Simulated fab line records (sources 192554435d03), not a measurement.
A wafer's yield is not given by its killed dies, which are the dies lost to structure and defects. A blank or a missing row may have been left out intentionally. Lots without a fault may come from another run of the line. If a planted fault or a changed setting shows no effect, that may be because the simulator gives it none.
A lot that was struck, set against a sound lot || flow n5Finfet || 37 out of 1938 route steps
Sound: the wafers L138.1, L138.2, L138.5. Struck: wafers L145.1, L145.2, L145.6. The cause is named last.
For every step that has rows: the tool of each side, followed by ch and its chambers, followed by its first start. Under that, the readings that differ: sound wafers || struck wafers || difference of the means || sigmas: that difference in standard deviations of wafers without a fault.
alike: a reading whose means differ by less than 2 such deviations, as well as words and numbers matching on both sides. not compared: withheld readings; readings where some wafer has no value; bounds like >300 that might hide an equal value; numbers whose values overlap and for which the record gives no deviation.
Wherever a step has rows on one side only, a row that says differs or no value, or a row with sigmas, the two part there. Non-overlapping numbers with no deviation appear without sigmas and do not part them. A reading missing from all wafers of one side parts the sides only when that side holds two or more wafers.

first, 9 steps without rows for these wafers: N5_BEOL_M4_ANNEAL_95 (time 240 s); N5_BEOL_M4_SPUTTER_96 (material Cu, target thk 4.5 nm, time 8.29 s); N5_BEOL_M4_ECD_50 (material Cu, target thk 300 nm); N5_BEOL_M4_ANNEAL_51 (time 90 s); N5_BEOL_M4_CMP_52 (polishes, stops on SiOC, t overpolish 6.8 s, target thk 40 nm); N5_BEOL_M4_PRE_CLEAN_60 (time 15 s); N5_BEOL_M4_CO_CAP_55 (material Co, precursor CCTBA/H2, target thk 2 nm, time 102.1 s); N5_BEOL_M4_PRE_CLEAN_56 (time 15 s); N5_BEOL_M4_DEP_57 (deposits SiCN from 3MS/NH3, target thk 8 nm, time 14 s).
N5_BEOL_M4_RC_MEAS_101:
  sound on prober-02 ch 0, day 9 02:06; struck on prober-01 ch 0, day 10 11:28
  alike: DIBL_N, DIBL_P, IOFF_N, IOFF_P, ION_N, ION_P, SS_N, SS_P, VT_N, VT_P
then, 24 steps without rows for these wafers: N5_BEOL_M5_ILD_DEP_00 (deposits SiCOH lowk from DEMS/porogen, target thk 140.64 nm, time 25.9 s); N5_BEOL_M5_CURE_79 (cures SiCOH lowk, time 240 s); N5_BEOL_M5_PECVD_70 (deposits SiO2 from TEOS/O2, target thk 16 nm, time 18 s); N5_BEOL_M5_HM_DEP_02 (deposits TiN, target thk 20 nm); N5_BEOL_M5_COAT_59 (time 60 s, resist thk 60 nm); N5_BEOL_M5_COAT_60 (time 60 s, resist thk 12 nm); N5_BEOL_M5_COAT_71 (time 60 s, resist thk 5 nm); N5_BEOL_M5_COAT_05 (resist thk 30 nm); N5_BEOL_M5_EBR_07; N5_BEOL_M5_SOFTBAKE_06 (time 60 s); N5_BEOL_M5_EXPOSE_08 (exposes mask M5, target cd 28 nm); N5_BEOL_M5_PEB_09 (peb time 60 s); N5_BEOL_M5_DEVELOP_10 (develop time 30 s); N5_BEOL_M5_DESCUM_16 (chemistry O2, time 7 s); N5_BEOL_M5_ETCH_72 (etches underlayer in N2/H2, target depth 6.5 nm, time 5.2 s); N5_BEOL_M5_ETCH_61 (etches SiARC in CF4, target depth 15.6 nm, time 26 s); N5_BEOL_M5_ETCH_62 (etches SOC in N2/H2, target depth 75 nm, overetch 15 nm, time 112.5 s); N5_BEOL_M5_STRIP_63 (strips in N2/H2); N5_BEOL_M5_STRIP_73 (strips in N2/H2); N5_BEOL_M5_STRIP_64 (strips in CF4); N5_BEOL_M5_HM_OPEN_17 (chemistry Cl2/BCl3, target TiN, target depth 20 nm, overetch 6 nm); N5_BEOL_M5_STRIP_19 (strips in O2); N5_BEOL_M5_COAT_65 (time 60 s, resist thk 60 nm); N5_BEOL_M5_COAT_66 (time 60 s, resist thk 12 nm).
-- a jump in the record: the struck wafers' starts before and after are 3 days apart (it breaks off in module BEOL_M5 and resumes in module BEOL_M11, where the first step shown is number 1573 of the route) --
N5_BEOL_M11_ETCH_66: etches SOC in N2/H2, target depth 120 nm, overetch 24 nm, time 180 s.
  sound on rieDiel-03 ch 0,2,3, day 11 19:35; struck on rieDiel-03 ch 0,2, day 13 06:56
  no value came back on the struck wafers for any of 8 readings (biasW (W), chamberPressureMTorr (mTorr) and others); on the sound wafers biasW (W) reads 149.9 149.9 150.0
{"reading": "model.CAR-ArF_of_BEOL_M11_COAT_22.thkNm (nm)", "sound": "0 0 0", "struck": "55.4 55.6 55.4", "difference": "+55.5", "sigmas": ""}
{"reading": "model.SiARC_of_BEOL_M11_COAT_64.thkNm (nm)", "sound": "23 22.6 22.2", "struck": "30 30 30", "difference": "+7", "sigmas": ""}
  not compared: rfHoursCounterH
N5_BEOL_M11_VIA_ETCH_34: etches SiCOH lowk in C4F6/O2, target depth 184.5 nm, time 69.2 s.
  sound on rieDiel-03 ch 0,2,3, day 11 19:42; struck on rieDiel-03 ch 0,2, day 13 07:04
{"reading": "oesProductAu (a.u.)", "sound": "0.68 0.79 0.82", "struck": "0.30 0.36 0.30", "difference": -0.44, "sigmas": -6}
  alike: C4F6_flow_sccm, O2_flow_sccm, drypumpMotorCurrentA, rfFwdPowerW, rfVppV, showerheadPlenumPTorr, throttleValvePct
  not compared: rfHoursCounterH
N5_PASSIVATION_PROBE_49:
  sound on prober-02, day 13 10:46; struck on prober-02, day 15 00:57
{"reading": "defectLimitedYield (%)", "sound": "91.2 90.3 89.7", "struck": "0 0 0", "difference": -90, "sigmas": -56}
{"reading": "killed_at_M4_up", "sound": "8 18 23", "struck": "1085 1102 1080", "difference": "+1073", "sigmas": "+99 or more"}
{"reading": "killedDies", "sound": "104 114 121", "struck": "1180 1180 1180", "difference": "+1067", "sigmas": "+59"}
{"reading": "killedOnRim", "sound": "18 18 12", "struck": "152 152 152", "difference": "+136", "sigmas": "+32"}
{"reading": "sort_bin_5_function (%)", "sound": "4.6 6.3 6.2", "struck": "96.9 96.8 95.8", "difference": "+90.8", "sigmas": "+95"}
{"reading": "sortNPass", "sound": "1076 1066 1059", "struck": "0 0 0", "difference": -1067, "sigmas": -53}
{"reading": "sortYieldPct (%)", "sound": "91.2 90.3 89.7", "struck": "0 0 0", "difference": -90, "sigmas": -53}
  alike: killed_at_M0_to_M3, killedAtContacts, killedAtFrontEnd, killedAtOther, killedOpen, killedShort, sort_bin_6_memory

== WHERE THEY PART ==
Last at N5_PASSIVATION_PROBE_49 as far as this record goes, first at N5_BEOL_M11_ETCH_66.

WHY: what had been put in by the simulator
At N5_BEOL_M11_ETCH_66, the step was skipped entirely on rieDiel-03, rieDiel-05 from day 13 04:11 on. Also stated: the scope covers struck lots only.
